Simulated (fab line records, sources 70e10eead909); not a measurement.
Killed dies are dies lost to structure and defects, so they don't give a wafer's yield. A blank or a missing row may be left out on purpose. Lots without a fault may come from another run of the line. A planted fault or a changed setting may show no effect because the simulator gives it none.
fab line records | flow nand_harc | part 2 of 2: steps 28 to 34 of 34
record lots=5 wafers=15 last_day=34
route steps=1302 shown P_ZERO_WELL@56 P_STI@69
lots that met no fault: from a run of the same line without faults
start_h: hours from the record's first day to the start of the lot's first wafer shown | wait_h: hours since the lot's step before | " the same as in the row above | L1.1+2: a row that stands for several wafers | - no value, or no start given | * or withheld: withheld | < > ~ a bound
route shown NAME@n: a module of which the file shows steps, and the number in the route of the first | usual: mean/standard deviation of fault-free wafers | same: alike in all rows | chamber/n: place in a boat | sites: the reading at each site | _std_site: their standard deviation | _edge_site: outer sites' mean less inner sites' | radius_mm: how far each site lies from the wafer's centre | mask NAME#n: copy n | behind: the tool/chamber that last shaped the wafer | hold: why the lot was held/for how many hours/how that ended | device: the transistor (n, p or np) that didn't switch | end of line: the same wafers' tests at the end of the route | a step without rows: its recipe alone | killed: dies lost to structure and defects at the first sort, not the wafer's yield | map: a wafer's dies, x killed, . not, _ none there
set.NAME: the setting as run; set.NAME@STEP: as run at that earlier step | model.NAME: the simulator's own value behind a step, which no gauge read
lots at some steps of the route; a table a step, a row a wafer
services: from which hour (start_h, from the record's first day; less than 0 if before it) a tool's chamber was out of use, for how many hours, and why
## steps
# step NHARC_P_STI_CD_MEAS_09
# recipe target_cd_nm=200 landing_energy_ev=500
# usual cd_nm=199.3/1.5
# columns lot.wafer tool chamber start_h wait_h cd_nm
L074.1 cd_sem-02 0 44.27 - 199.0
L074.2 " 0 " " 197.4
L074.5 " 0 " " 199.0
L077.2 cd_sem-03 0 73.64 - 200.0
L077.4 " 0 " " 197.8
L077.6 " 0 " " 199.8
L091.1 cd_sem-02 0 213.06 - 200.4
L091.3 " 0 " " 198.1
L091.6 " 0 " " 200.3
L093.2 cd_sem-03 0 234.46 - 197.7
L093.3 " 0 " " 196.5
L093.5 " 0 " " 197.7
L097.2 cd_sem-02 0 274.39 - 198.2
L097.3 " 0 " " 198.9
L097.6 " 0 " " 198.9
# step NHARC_P_STI_OVL_MEAS_10
# usual overlay_x_nm=-2/5.2 overlay_y_nm=-1/5.2
# columns lot.wafer tool chamber start_h wait_h overlay_x_nm overlay_y_nm
L074.1 overlay-01 - 44.36 - 2 -4
L074.2 " - " " 3 -4
L074.5 " - " " 2 -4
L077.2 overlay-01 - 73.73 - 3 1
L077.4 " - " " 3 1
L077.6 " - " " 3 1
L091.1 overlay-02 - 213.15 - -1 -8
L091.3 " - " " -2 -7
L091.6 " - " " -2 -8
L093.2 overlay-02 - 234.55 - -6 -5
L093.3 " - " " -6 -5
L093.5 " - " " -6 -5
L097.2 overlay-02 - 274.47 - 2 -6
L097.3 " - " " 2 -7
L097.6 " - " " 2 -6
# step NHARC_P_STI_INSPECT_11
# usual raw_defect_count=6.1/2.9
# columns lot.wafer tool chamber start_h wait_h raw_defect_count
L074.1 defect_inspect-02 - 44.39 0.0 3
L074.2 " - " " 8
L074.5 " - " " 7
L077.2 defect_inspect-02 - 73.76 0.0 4
L077.4 " - " " 2
L077.6 " - " " 7
L091.1 defect_inspect-02 - 213.19 0.0 4
L091.3 " - " " 3
L091.6 " - " " 3
L093.2 defect_inspect-02 - 234.58 0.0 6
L093.3 " - " " 5
L093.5 " - " " 9
L097.2 defect_inspect-01 - 274.51 0.0 10
L097.3 " - " " 6
L097.6 " - " " 9
# step NHARC_P_STI_HARDBAKE_13
# recipe temp_c=118 time_s=65
# usual resist_line_temp_C=23.02/0.11
# columns lot.wafer tool chamber start_h wait_h resist_line_temp_C
L074.1 litho_track-02 0 44.45 0.1 22.93
L074.2 " 0 " " 22.91
L074.5 " 0 " " 22.91
L077.2 litho_track-03 0 73.82 0.1 22.92
L077.4 " 0 " " 23.09
L077.6 " 0 " " 22.97
L091.1 litho_track-05 0 213.25 0.1 23.03
L091.3 " 0 " " 23.06
L091.6 " 0 " " 22.93
L093.2 litho_track-03 0 234.64 0.1 23.11
L093.3 " 0 " " 22.94
L093.5 " 0 " " 23.06
L097.2 litho_track-05 0 274.57 0.1 23.04
L097.3 " 0 " " 22.92
L097.6 " 0 " " 22.90
# step NHARC_P_STI_DESCUM_14
# recipe time_s=3 o2_flow_sccm=200 ar_flow_sccm=0 bias_power_w=0 chemistry=O2
# usual drypump_motor_current_A=5.8/0.37 oes_product_au=0.997/0.007 rf_vpp_V=57.7/0.9 showerhead_plenum_p_Torr=1.90/0.079 throttle_valve_pct=11.313/0.0088
# columns lot.wafer tool chamber start_h wait_h drypump_motor_current_A oes_product_au rf_hours_counter_h rf_vpp_V showerhead_plenum_p_Torr throttle_valve_pct
L074.1 rie_diel-08 0 44.53 - 6.4 0.992 2.2 56.7 1.99 11.322
L074.2 " 3 " " 5.6 0.994 2.1 57.8 1.94 11.305
L074.5 " 1 " " 6.2 0.990 - 58.1 1.89 11.303
L077.2 rie_diel-05 2 73.90 - 5.9 0.986 1.0 57.6 1.80 11.302
L077.4 " 0 " " 5.8 0.994 0.9 55.7 1.80 11.301
L077.6 " 2 " " 5.9 1.004 - 57.0 1.80 11.324
L091.1 rie_diel-05 2 213.32 - 5.9 1.000 10.3 56.7 1.80 11.320
L091.3 " 1 " " 5.9 1.005 11.6 57.2 1.83 11.299
L091.6 " 0 " " 5.7 1.012 - 56.3 1.79 11.315
L093.3 rie_diel-08 0 234.73 - 6.4 1.001 1.9 59.2 1.99 11.294
L093.2 " 2 " " 5.8 1.006 1.8 59.3 1.94 11.325
L093.5 " 3 " " 5.6 0.993 - 58.6 1.94 11.321
L097.2 rie_diel-08 2 274.64 - 5.8 1.000 4.1 57.0 1.94 11.305
L097.3 " 1 " " 6.2 0.988 3.3 59.1 1.89 11.306
L097.6 " 2 " " 5.8 1.004 - 57.7 1.94 11.299
# step NHARC_P_STI_ETCH_42
# recipe target_depth_a=800 overetch_a=240 time_s=61 ion_energy_ev=200 n2_flow_sccm=150 h2_flow_sccm=150 ar_flow_sccm=0 rf_w=400 bias_w=150 chemistry=N2/H2
# usual drypump_motor_current_A=5.8/0.37 oes_product_au=0.997/0.0078 rf_fwd_power_W=396.9/1.5 rf_vpp_V=429.9/2.4 showerhead_plenum_p_Torr=2.02/0.082 throttle_valve_pct=14.171/0.0089
# columns lot.wafer tool chamber start_h wait_h drypump_motor_current_A oes_product_au rf_fwd_power_W rf_hours_counter_h rf_vpp_V showerhead_plenum_p_Torr throttle_valve_pct
L074.1 rie_diel-08 0 44.61 0.1 6.4 1.002 397.0 2.2 434.1 2.12 14.161
L074.2 " 1 " " 6.2 0.994 398.2 1.4 429.1 2.02 14.170
L074.5 " 1 " " 6.2 0.992 398.4 - 430.8 2.02 14.174
L077.2 rie_diel-05 3 74.00 0.1 5.8 1.005 398.0 0.9 434.8 2.21 14.172
L077.4 " 0 " " 5.8 1.010 397.3 0.9 427.0 1.91 14.152
L077.6 " 2 " " 5.9 0.995 399.4 - 426.9 1.92 14.170
L091.3 rie_diel-05 0 213.42 0.1 5.7 0.996 397.4 11.6 425.6 1.91 14.157
L091.1 " 2 " " 5.9 1.007 396.1 10.3 427.4 1.91 14.170
L091.6 " 2 " " 5.9 1.008 396.4 - 426.7 1.91 14.173
L093.2 rie_diel-08 0 234.81 0.1 6.4 0.985 397.0 2.0 432.2 2.12 14.157
L093.3 " 1 " " 6.3 0.988 394.8 1.9 430.3 2.01 14.184
L093.5 " 3 " " 5.6 0.990 395.8 - 429.5 2.06 14.169
L097.3 rie_diel-08 3 274.74 0.1 5.6 0.986 398.4 4.2 431.6 2.06 14.177
L097.2 " 1 " " 6.2 0.989 395.2 3.3 430.3 2.01 14.177
L097.6 " 1 " " 6.2 0.986 394.3 - 429.9 2.01 14.172
# step NHARC_P_STI_ETCH_31
# recipe target_depth_a=1089 time_s=54.5 cf4_flow_sccm=100 chf3_flow_sccm=30 ar_flow_sccm=0 rf_w=500 bias_w=200 chemistry=CF4/CHF3
# usual drypump_motor_current_A=5.8/0.36 oes_product_au=0.958/0.017 rf_fwd_power_W=495.8/1.9 rf_vpp_V=370.3/2.1 showerhead_plenum_p_Torr=1.56/0.06 throttle_valve_pct=16.802/0.0095
# columns lot.wafer tool chamber start_h wait_h drypump_motor_current_A oes_product_au rf_fwd_power_W rf_hours_counter_h rf_vpp_V showerhead_plenum_p_Torr throttle_valve_pct
L074.1 rie_diel-08 0 - - 6.4 0.952 495.0 2.3 371.8 1.63 16.805
L074.2 " 2 " " 5.8 0.955 496.6 1.8 371.9 1.60 16.793
L074.5 " 0 " " 6.4 0.954 497.3 - 372.3 1.63 16.803
L077.2 rie_diel-05 1 - - 5.9 0.979 499.7 1.1 368.0 1.51 16.808
L077.4 " 3 " " 5.8 0.972 492.8 0.9 373.9 1.69 16.813
L077.6 " 2 " " 5.9 0.952 498.7 - 368.0 1.49 16.797
L091.3 rie_diel-05 1 - - 5.9 0.953 495.0 11.6 367.8 1.51 16.806
L091.1 " 0 " " 5.8 0.944 496.7 11.7 367.0 1.48 16.791
L091.6 " 0 " " 5.7 0.941 496.4 - 366.5 1.48 16.796
L093.2 rie_diel-08 2 - - 5.8 0.977 496.9 1.8 371.9 1.60 16.802
L093.3 " 0 " " 6.4 0.962 492.2 2.0 373.3 1.63 16.796
L093.5 " 1 " " 6.2 0.969 495.6 - 371.1 1.56 16.793
L097.2 rie_diel-08 2 - - 5.8 0.926 496.1 4.1 372.7 1.60 16.805
L097.3 " 3 " " 5.6 0.930 496.4 4.3 372.1 1.59 16.791
L097.6 " 3 " " 5.5 0.921 497.2 - 371.8 1.59 16.790
## services
# columns tool chamber start_h hours kind
rie_diel-08 - 13.80 9.0 pm
wet_bench-06 - 17.60 8.0 pm
implanter-02 - 21.20 0.6 repair
rie_diel-08 1 23.46 2.0 repair
rie_diel-08 1 50.06 4.2 repair
wet_bench-04 - 51.20 8.0 pm
rie_diel-05 3 51.71 4.7 repair
implanter-02 - 51.85 3.3 repair
litho_track-02 - 52.00 7.0 pm
rie_diel-05 - 52.60 9.0 pm
litho_track-07 - 76.00 7.0 pm
rie_diel-08 - 79.29 2.7 repair
litho_track-03 - 100.00 7.0 pm
rie_diel-08 - 105.61 2.4 repair
litho_track-05 - 124.00 7.0 pm
wet_bench-06 - 166.32 2.7 repair
rie_diel-08 - 190.80 9.0 pm
wet_bench-06 - 193.60 8.0 pm
litho_track-02 - 227.00 7.0 pm
wet_bench-04 - 227.20 8.0 pm
rie_diel-08 1 238.27 7.7 repair
rie_diel-08 - 242.98 0.8 repair
litho_track-07 - 251.00 7.0 pm
rie_diel-08 0 274.41 3.5 repair
